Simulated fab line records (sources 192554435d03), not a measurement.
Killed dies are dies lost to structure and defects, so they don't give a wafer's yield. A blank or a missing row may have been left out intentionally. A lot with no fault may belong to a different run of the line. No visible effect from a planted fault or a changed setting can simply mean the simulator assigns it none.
Split-lot experiment :: flow n5Finfet :: on a route of 1938 steps: 7 lots, 21 wafers read

THE SPLIT
At N5_BEOL_M0_CUTY_EXPOSE_54 (exposes mask M0 ABLK), the setting doseMj was moved away from the recipe's 36 on 4 of the 21 wafers read, by -4.2% to +4.7%. All remaining wafers had this setting at the recipe value.

FROM THE SPLIT TO THE READING: what the file shows between them, 4 steps
- N5_BEOL_M0_CUTY_PEB_55: peb time 60 s
- N5_BEOL_M0_CUTY_DEVELOP_56: develop time 30 s
- N5_BEOL_M0_CUTY_DESCUM_61: chemistry O2, time 7.9 s
- N5_BEOL_M0_CUTY_ETCH_62: etches SiARC in CF4, time 58.5 s

THE READING
BEOL_M0_CUTY.cdOffsetNm (the simulator's own value, which no gauge read), in nm, at N5_BEOL_M0_CUTY_ETCH_63 (etches SOC in N2/H2, target depth 82.7 nm, overetch 16.5 nm, time 124 s). There is no usual value for it anywhere in the file. Average 0.5 nm, standard deviation 0.69 nm, over the 17 wafers here run with the recipe.

wafer: L077.3
tool, chamber at the split: arfiScanner-03, 0
doseMj as run: 36
against the recipe: recipe
BEOL_M0_CUTY.cdOffsetNm, nm: 0.8
against lot-mates on the recipe: -

wafer: L077.4
tool, chamber at the split: arfiScanner-03, 0
doseMj as run: 36
against the recipe: recipe
BEOL_M0_CUTY.cdOffsetNm, nm: 1.6
against lot-mates on the recipe: -

wafer: L077.5
tool, chamber at the split: arfiScanner-03, 0
doseMj as run: 36
against the recipe: recipe
BEOL_M0_CUTY.cdOffsetNm, nm: 0.4
against lot-mates on the recipe: -

wafer: L078.2
tool, chamber at the split: arfiScanner-03, 0
doseMj as run: 36.71
against the recipe: +2.0%
BEOL_M0_CUTY.cdOffsetNm, nm: 0
against lot-mates on the recipe: -0.8

wafer: L078.5
tool, chamber at the split: arfiScanner-03, 0
doseMj as run: 36
against the recipe: recipe
BEOL_M0_CUTY.cdOffsetNm, nm: 0.6
against lot-mates on the recipe: -

wafer: L078.6
tool, chamber at the split: arfiScanner-03, 0
doseMj as run: 36
against the recipe: recipe
BEOL_M0_CUTY.cdOffsetNm, nm: 1
against lot-mates on the recipe: -

wafer: L082.1
tool, chamber at the split: arfiScanner-02, 0
doseMj as run: 36
against the recipe: recipe
BEOL_M0_CUTY.cdOffsetNm, nm: -0.8
against lot-mates on the recipe: -

wafer: L082.2
tool, chamber at the split: arfiScanner-02, 0
doseMj as run: 36
against the recipe: recipe
BEOL_M0_CUTY.cdOffsetNm, nm: 1
against lot-mates on the recipe: -

wafer: L082.5
tool, chamber at the split: arfiScanner-02, 0
doseMj as run: 36
against the recipe: recipe
BEOL_M0_CUTY.cdOffsetNm, nm: -0.4
against lot-mates on the recipe: -

wafer: L090.1
tool, chamber at the split: arfiScanner-01, 0
doseMj as run: 37.7
against the recipe: +4.7%
BEOL_M0_CUTY.cdOffsetNm, nm: -2.4
against lot-mates on the recipe: -3.2

wafer: L090.3
tool, chamber at the split: arfiScanner-01, 0
doseMj as run: 37.7
against the recipe: +4.7%
BEOL_M0_CUTY.cdOffsetNm, nm: -3.4
against lot-mates on the recipe: -4.2

wafer: L090.6
tool, chamber at the split: arfiScanner-01, 0
doseMj as run: 36
against the recipe: recipe
BEOL_M0_CUTY.cdOffsetNm, nm: 0.8
against lot-mates on the recipe: -

wafer: L091.1
tool, chamber at the split: arfiScanner-01, 0
doseMj as run: 34.49
against the recipe: -4.2%
BEOL_M0_CUTY.cdOffsetNm, nm: 2.6
against lot-mates on the recipe: +2.3

wafer: L091.3
tool, chamber at the split: arfiScanner-01, 0
doseMj as run: 36
against the recipe: recipe
BEOL_M0_CUTY.cdOffsetNm, nm: 0.4
against lot-mates on the recipe: -

wafer: L091.4
tool, chamber at the split: arfiScanner-01, 0
doseMj as run: 36
against the recipe: recipe
BEOL_M0_CUTY.cdOffsetNm, nm: 0.2
against lot-mates on the recipe: -

wafer: L095.1
tool, chamber at the split: arfiScanner-03, 0
doseMj as run: 36
against the recipe: recipe
BEOL_M0_CUTY.cdOffsetNm, nm: 1
against lot-mates on the recipe: -

wafer: L095.3
tool, chamber at the split: arfiScanner-03, 0
doseMj as run: 36
against the recipe: recipe
BEOL_M0_CUTY.cdOffsetNm, nm: 1.6
against lot-mates on the recipe: -

wafer: L095.5
tool, chamber at the split: arfiScanner-03, 0
doseMj as run: 36
against the recipe: recipe
BEOL_M0_CUTY.cdOffsetNm, nm: 0.8
against lot-mates on the recipe: -

wafer: L097.1
tool, chamber at the split: arfiScanner-03, 0
doseMj as run: 36
against the recipe: recipe
BEOL_M0_CUTY.cdOffsetNm, nm: 0.2
against lot-mates on the recipe: -

wafer: L097.2
tool, chamber at the split: arfiScanner-03, 0
doseMj as run: 36
against the recipe: recipe
BEOL_M0_CUTY.cdOffsetNm, nm: -0.4
against lot-mates on the recipe: -

wafer: L097.4
tool, chamber at the split: arfiScanner-03, 0
doseMj as run: 36
against the recipe: recipe
BEOL_M0_CUTY.cdOffsetNm, nm: -0.6
against lot-mates on the recipe: -

FIT RESULTS
A straight line over all 21 wafers: BEOL_M0_CUTY.cdOffsetNm changes by -0.629 nm for each +1% of doseMj; r = -0.85; the points scatter about the line by 0.72 nm.
The same after taking each lot's own level away (the mean of its wafers on the recipe; 21 wafers): -0.694 nm for each +1%; r = -0.93; scatter 0.5 nm.
The reading moves by 3.3 nm for the largest change in doseMj, on that fit.
From -0.27 to 1.13 nm: that is the span of the lots' own levels, equal to 2.0 times the standard deviation above.
Consequently the slope shifts little with the lot-to-lot level, the two slopes agreeing.
Check: with one of the wafers moved furthest among these (+4.7%) left out of the fit, the line predicts -3.38 nm for it against its lot-mates. Against them it came out at -3.2 nm.

THE OTHER SPLITS THESE WAFERS WENT THROUGH
Before the reading, these wafers also passed through other splits. Each is held against what the fit with the lots' levels taken away leaves over:
other split on the same wafers: N5_MOL_CONTACT_COAG_COAT_104 spinRpm
wafers away from the commonest value: 6
r with BEOL_M0_CUTY.cdOffsetNm (lot level and that fit taken away): +0.26

other split on the same wafers: N5_MOL_CONTACT_COAG_PECVD_31 tempC
wafers away from the commonest value: 9
r with BEOL_M0_CUTY.cdOffsetNm (lot level and that fit taken away): -0.09

other split on the same wafers: N5_MOL_CONTACT_COAG_ETCHBACK_136 targetDepthA
wafers away from the commonest value: 6
r with BEOL_M0_CUTY.cdOffsetNm (lot level and that fit taken away): -0.20

other split on the same wafers: N5_MOL_CONTACT_COAG_CVD_140 targetThkA
wafers away from the commonest value: 4
r with BEOL_M0_CUTY.cdOffsetNm (lot level and that fit taken away): -0.11

other split on the same wafers: N5_BEOL_M0_SAQP_COAT_08 spinRpm
wafers away from the commonest value: 6
r with BEOL_M0_CUTY.cdOffsetNm (lot level and that fit taken away): -0.25

THE WHOLE CHAIN: every reading that the file lists as answering this split, in the file's order
step: N5_BEOL_M0_CUTY_ETCH_62
what it does: etches SiARC in CF4, time 58.5 s
reading: BEOL_M0_CUTY.cdOffsetNm (the simulator's own value, which no gauge read)
change (the file's fit): -0.638 nm for each +1% of the setting
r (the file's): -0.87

step: N5_BEOL_M0_CUTY_ETCH_63
what it does: etches SOC in N2/H2, target depth 82.7 nm, overetch 16.5 nm, time 124 s
reading: BEOL_M0_CUTY.cdOffsetNm (the simulator's own value, which no gauge read)
change (the file's fit): -0.655 nm for each +1% of the setting
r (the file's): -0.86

FILE'S OWN FIT
BEOL_M0_CUTY.cdOffsetNm changes by -0.655 nm for each +1% of doseMj, r = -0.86.
